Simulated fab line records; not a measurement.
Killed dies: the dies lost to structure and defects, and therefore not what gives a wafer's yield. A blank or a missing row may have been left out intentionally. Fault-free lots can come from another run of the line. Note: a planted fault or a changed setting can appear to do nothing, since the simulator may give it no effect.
One fault through the eyes of 3 desks | flow nand harc | every desk sees just its own numbers, and what lay behind them comes last

THE DEFECT DESK
Per lot, the means of the sampled wafers with a number show what the inspections along the route counted. Any lot whose mean is over 4 standard deviations away from the usual mean is out of limits and marked OUT; that distance is given in the brackets.
Columns: A = raw defect count at NHARC_P_CONTACT_INSPECT_14, usual 4.1; B = raw defect count at NHARC_P_CONTACT_INSPECT_27, usual 320; C = raw defect count at NHARC_P_M0_INSPECT_11, usual 4.2
lot  | first seen here | A   | B   | C
L814 | day 5 12:45     | 1.7 | 342 | 2.3
L817 | day 6 15:49     | 2.3 | 334 | 2.0
L820 | day 6 21:08     | 2.7 | 219 | 4.0
L830 | day 9 16:30     | 5.7 | 340 | 4.3
L837 | day 11 13:40    | 4.7 | 291 | 1.3
This desk found nothing out of limits on any of the 5 lots.

METROLOGY DESK
What the gauges read, lot by lot, whatever tool the lot ran on: means of the sampled wafers that have a number. Any lot whose mean is over 4 standard deviations away from the usual mean is out of limits and marked OUT; that distance is given in the brackets.
Columns: A = cd nm at NHARC_P_CONTACT_CD_MEAS_19, usual 90.6 nm; B = cd nm at NHARC_P_M0_CD_MEAS_09, usual 90.0 nm; C = overlay x nm at NHARC_P_M0_OVL_MEAS_10, usual -0.1 nm; D = overlay y nm at NHARC_P_M0_OVL_MEAS_10, usual 0.0 nm; E = cd nm at NHARC_P_M0_CD_MEAS_16, usual 90.0 nm
lot  | first seen here | A    | B    | C    | D    | E
L814 | day 5 14:02     | 88.9 | 91.0 | -1.2 | 0.1  | 92.0
L817 | day 6 16:46     | 90.4 | 89.5 | 0.2  | -1.2 | 90.3
L820 | day 6 22:04     | 91.8 | 89.3 | -1.1 | 0.6  | 89.8
L830 | day 9 17:34     | 90.3 | 90.4 | -0.9 | 0.5  | 89.5
L837 | day 11 14:35    | 90.1 | 89.6 | 1.2  | -0.3 | 89.3
This desk found nothing out of limits on any of the 5 lots.

AT THE TOOL OWNER'S DESK: pvd sputter-01
The tool's own readings at NHARC_P_CONTACT_PVD_32 (deposits Ti, target thk 5 nm, time 17.7 s): means of the sampled wafers that have a number, for each lot that ran on this tool. Any lot whose mean is over 4 standard deviations away from the usual mean is out of limits and marked OUT; that distance is given in the brackets.
Columns: A = throttle valve pct at NHARC_P_CONTACT_PVD_32, usual 29.9 %
lot  | first seen here | A
L814 | day 5 14:53     | 29.7
L830 | day 9 18:24     | 30.3
This desk found nothing out of limits on any of the 2 lots.

ALL TOGETHER
Nothing out of limits was seen by the defect desk.
The metrology desk saw nothing out of limits.
The tool owner's desk saw nothing out of limits.

WHAT THE SIMULATOR HAD INSERTED
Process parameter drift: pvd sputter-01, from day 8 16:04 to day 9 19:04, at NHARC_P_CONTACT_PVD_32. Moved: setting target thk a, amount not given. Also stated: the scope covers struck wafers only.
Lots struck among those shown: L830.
